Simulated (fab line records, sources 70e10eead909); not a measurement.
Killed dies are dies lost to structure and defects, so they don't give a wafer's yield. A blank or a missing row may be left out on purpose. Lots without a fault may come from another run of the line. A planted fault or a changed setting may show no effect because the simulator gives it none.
Chamber matching | flow nand_harc | NHARC_A_CONTACT_DEP_85 on pecvd-02: 3 sister chambers
The step deposits SiON, target thk 50 nm. 6 wafers are shown with their chamber, then 9 later ones without.

WAFERS WITH THEIR CHAMBER
wafer  | chamber | heater_power_w (W)
L079.4 | 0       | 942
L079.5 | 2       | 719
L079.6 | 1       | 800
L085.3 | 2       | 778
L085.4 | 1       | 836
L085.5 | 0       | 965

WAFERS WITHOUT THEIR CHAMBER
wafer  | heater_power_w (W)
L085.1 | 984
L085.2 | 829
L085.6 | 775
L088.1 | 918
L088.2 | 856
L088.4 | 748
L093.3 | 764
L093.5 | 831
L093.6 | 780

WHICH CHAMBER EACH WENT THROUGH
wafer  | from the rows above     | in truth
L085.1 | 0                       | 0
L085.2 | 1                       | 1
L085.6 | can't be placed: 2 or 1 | 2
L088.1 | 0                       | 0
L088.2 | 1                       | 1
L088.4 | 2                       | 2
L093.3 | can't be placed: 2 or 1 | 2
L093.5 | 1                       | 1
L093.6 | can't be placed: 2 or 1 | 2
Placed correctly: 6 of 9. Can't be placed from these rows: 3 (the true chamber is among the candidates in 3). Placed wrongly: 0.
How it was worked out, from the rows above alone: a wafer's distance from a chamber is the root of the sum, over the readings, of the square of ((its reading less the chamber's mean) divided by the reading's scatter). The wafer belongs to the nearest chamber; if the next one is less than 2 further off, it can't be placed. A chamber's mean is the mean of its shown wafers. The scatter: the root of (the sum of the squares of (reading less its chamber's mean) over the shown wafers, divided by (wafers less chambers)).
